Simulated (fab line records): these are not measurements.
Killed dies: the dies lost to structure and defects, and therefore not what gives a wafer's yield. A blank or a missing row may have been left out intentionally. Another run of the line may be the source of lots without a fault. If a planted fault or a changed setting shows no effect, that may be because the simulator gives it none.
Problem report, 8D (eight disciplines) form, completed by code ; flow n5-finfet ; the parts of the form that need people (team, actions taken, sign-off) are left out

## 1. WHAT WENT WRONG
Wafers with no fault read 24.7 s with a standard deviation of 0.74, whereas barrier-field-endpoint-s at N5_BEOL_M3_CMP_52 reads a mean of 33.6 s on 1 wafer of 1 lot. That is +12 standard deviations from the usual mean.
The step: polishes, stops on SiOC, t overpolish 6.8 s, target thk 40 nm.
Earliest sighting: wafer L479.1 on cmp-04 at day 11 05:12. At this step, 26 wafers from 11 lots have a number in the record. The rule behind "out" and "out of limits": a value lying over 4 standard deviations away from the usual mean. The rest of the wafers with a number are treated as sound.

## 2. WHAT IT IS AND WHAT IT IS NOT
question;is;is not
which readings at this step;barrier-field-endpoint-s;motor-current-A, platen-rpm, slurry-filter-dp-kPa
which lots;L479;L472, L474, L475, L484, L487, L490, L491, L492, L493, L494
which wafers of those lots;L479.1;L479.2
read on which tools;cmp-04;cmp-01, cmp-03
when;from day 11 05:12;"up to then (7 sound wafers); but 18 sound wafers of L484, L487, L490, L491, L492, L493, L494 came after"

## 3. THE SUSPECTS, EACH WITH WHAT RULES IT OUT
Counting: any tool at a process step up to the reading remains a suspect provided it ran every lot that is out. Sound lots after the first of them don't rule it out here, since some wafers of a struck lot are sound.
- pecvd-03 at N5_BEOL_M3_PECVD_72 (deposits SiO2 from TEOS/O2, target thk 16 nm, time 18 s): kept. The lot that is out, L479, ran on it at day 10 08:38; the last sound lot it ran before that was L472, at day 7 05:48.
- pvd-sputter-01 at N5_BEOL_M3_SPUTTER_92 (material Cu, target thk 4.5 nm, time 8.29 s): kept. The lot that is out, L479, ran on it at day 11 04:11; the last sound lot it ran before that was L475, at day 10 02:43.
- cmp-04 at N5_BEOL_M3_CMP_52 (polishes, stops on SiOC, t overpolish 6.8 s, target thk 40 nm): kept. The lot that is out, L479, ran on it at day 11 05:12; the last sound lot it ran before that was L475, at day 10 03:52. Its own barrier-field-endpoint-s readings are out on those wafers.
- Within pecvd-03 at N5_BEOL_M3_PECVD_72, the wafers that are out were processed in chamber 2 and their sound lot-mates in chamber 1.
- Within cmp-04 at N5_BEOL_M3_CMP_52, the wafers that are out were processed in chamber 0 and their sound lot-mates in chamber 2.
The count leaves pecvd-03 at N5_BEOL_M3_PECVD_72, pvd-sputter-01 at N5_BEOL_M3_SPUTTER_92, and cmp-04 at N5_BEOL_M3_CMP_52.

## 4. THE CAUSE (what the simulator had put in)
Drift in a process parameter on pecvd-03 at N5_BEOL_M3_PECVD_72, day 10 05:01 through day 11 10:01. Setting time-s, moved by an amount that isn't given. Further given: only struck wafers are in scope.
After counting, 3 suspects remain, this tool included.

## 5. SEQUENCE OF EFFECTS, ordered by route
One row per reading whose mean, taken over the struck wafers that have a number, lies over 3 standard deviations from the usual. Only readings whose record carries a usual standard deviation are examined. hours: median over the lots of the time between each lot's start at the first step of this table that gives one and its start at this step. sigmas: the change, counted in usual standard deviations.
hours;step;reading;usual;on struck wafers;change;sigmas
0;N5_BEOL_M3_CMP_52;barrier-field-endpoint-s;24.7 s;33.6;+8.9;+12
Its process steps:
- N5_BEOL_M3_CMP_52: polishes, stops on SiOC, t overpolish 6.8 s, target thk 40 nm.
At these later measuring or inspecting steps, every struck wafer for which the step has a row has a number for every such reading, and none has moved that far: N5_BEOL_M4_RC_MEAS_101.

## 6. HOW IT WOULD HAVE BEEN CAUGHT EARLIER
The fault began at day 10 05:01; the first out-of-limits reading in this record came at day 11 05:12, 24 hours later.
Of the tool readings at N5_BEOL_M3_PECVD_72 for which the record gives a usual standard deviation, none was out on any struck wafer, so an alarm limit of 4 standard deviations on them would not have fired.
Lots out: 1; all had begun N5_BEOL_M3_PECVD_72 on pecvd-03 by day 11 05:12. Tool hold at that time: it would have spared none of them.
